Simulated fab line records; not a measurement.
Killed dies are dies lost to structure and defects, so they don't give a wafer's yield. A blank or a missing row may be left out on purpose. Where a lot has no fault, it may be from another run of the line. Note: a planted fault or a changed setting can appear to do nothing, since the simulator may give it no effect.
A lot that was struck, set against a sound lot || flow n5Finfet || 15 out of 1938 route steps
Sound: these wafers, L611.2, L611.3, L611.5. Struck: wafer L620.5. (L620.1, L620.6 of the same lot were not struck and are left out.) The cause comes at the end.
Order at every step that has rows: each side's tool, ch and its chambers, its first start. Under that, the readings that differ: sound wafers || struck wafers || difference of the means || sigmas: that difference in standard deviations of wafers without a fault.
alike: words and numbers the same on both sides, and readings whose means are apart by under 2 such deviations; not compared: readings that were withheld, readings missing a value for some wafer, numbers with overlapping values and no deviation given by the record, and bounds like >300 which may hide the same value.
A row with sigmas, a row that says differs or no value, or rows on one side alone: a step with any of these is where the two part. Non-overlapping numbers with no deviation appear without sigmas and do not part them. A reading that every wafer of one side lacks parts them only if that side has two wafers or more.

N5_BEOL_M15_CD_MEAS_10: target cd 360 nm.
  sound on cdSem-02 ch 0, day 11 21:04; struck on cdSem-03 ch 0, day 14 14:34
  alike: cdNm
N5_BEOL_M15_OVL_MEAS_11:
  sound on overlay-02 ch 0, day 11 21:05; struck on overlay-01 ch 0, day 14 14:35
  alike: V14_OVL
N5_BEOL_M15_INSPECT_12: inspects for defects (macro).
  sound on defectInspect-01, day 11 21:07; struck on defectInspect-02, day 14 14:37
  alike: rawDefectCount
N5_BEOL_M15_DESCUM_15: chemistry O2, time 7.9 s.
  sound on rieDiel-02 ch 0,2, day 11 21:09; struck on rieDiel-05 ch 3, day 14 15:07
  alike: drypumpMotorCurrentA, oesProductAu, rfVppV, showerheadPlenumPTorr, throttleValvePct
  not compared: rfHoursCounterH
N5_BEOL_M15_ETCH_59: etches BARC in N2/H2, target depth 89 nm, overetch 26.7 nm, time 67.9 s.
  sound on rieDiel-02 ch 0,2, day 11 21:11; struck on rieDiel-05 ch 3, day 14 15:09
  alike: drypumpMotorCurrentA, oesProductAu, rfVppV, showerheadPlenumPTorr, throttleValvePct
  not compared: rfHoursCounterH
N5_BEOL_M15_VIA_ETCH_16: etches SiO2 in C4F8/O2/Ar, target depth 1792.2 nm.
  sound on rieDiel-02 ch 0,2, day 11 21:14; struck on rieDiel-05 ch 3, day 14 15:13
{"reading": "O2_flow_sccm (sccm)", "sound": "12.00 11.99 12.03", "struck": 11.92, "difference": -0.09, "sigmas": -3}
  alike: drypumpMotorCurrentA, mfcArSccm, oesProductAu, rfVppV, showerheadPlenumPTorr, throttleValvePct
N5_BEOL_M15_STRIP_63: strips in O2.
  sound: rieDiel-02 ch 0,2; struck: rieDiel-05 ch 3
  alike: drypumpMotorCurrentA, oesProductAu, rfVppV, showerheadPlenumPTorr, throttleValvePct
  not compared: rfHoursCounterH
N5_BEOL_M15_STRIP_64: strips in O2.
  sound: rieDiel-02 ch 0,2; struck: rieDiel-05 ch 3
  alike: drypumpMotorCurrentA, oesProductAu, rfVppV, showerheadPlenumPTorr, throttleValvePct
  not compared: rfHoursCounterH
then, 2 steps without rows for these wafers: N5_BEOL_M15_STRIP_65 (strips in post etch residue remover, time 60 s); N5_BEOL_M15_SRD_66 (time 30 s, dry time 30 s).
N5_BEOL_M15_CD_MEAS_17: target cd 360 nm.
  sound on cdSem-03, day 11 21:39; struck on cdSem-03, day 14 15:37
{"reading": "cdNm (nm)", "sound": "363.2 363.8 364.7", "struck": 360.0, "difference": -3.9, "sigmas": -2}
then, 1 step without rows for these wafers: N5_BEOL_M15_COAT_56 (time 60 s, resist thk 550 nm).
N5_BEOL_M15_ETCH_57: etches SOC in N2/H2, time 750 s.
  sound on rieDiel-06 ch 0,1,3, day 11 21:49; struck on rieDiel-02 ch 2, day 14 15:43
{"reading": "drypumpMotorCurrentA (A)", "sound": "5.2 6.6 6.5", "struck": 5.0, "difference": -1.1, "sigmas": -2}
{"reading": "oesProductAu (a.u.)", "sound": "0.72 0.84 0.73", "struck": 1.12, "difference": "+0.36", "sigmas": "+4"}
  alike: rfVppV, showerheadPlenumPTorr, throttleValvePct
  not compared: rfHoursCounterH
then, 1 step without rows for these wafers: N5_BEOL_M15_COAT_60 (time 60 s, resist thk 89 nm).
N5_PASSIVATION_PROBE_49:
  the record holds rows for the sound wafers here (prober-01, day 12 20:54) but none for the struck ones

== WHERE THEY PART ==
Earliest at N5_BEOL_M15_VIA_ETCH_16; latest, in this record, at N5_PASSIVATION_PROBE_49.

WHY: what the simulator had put in
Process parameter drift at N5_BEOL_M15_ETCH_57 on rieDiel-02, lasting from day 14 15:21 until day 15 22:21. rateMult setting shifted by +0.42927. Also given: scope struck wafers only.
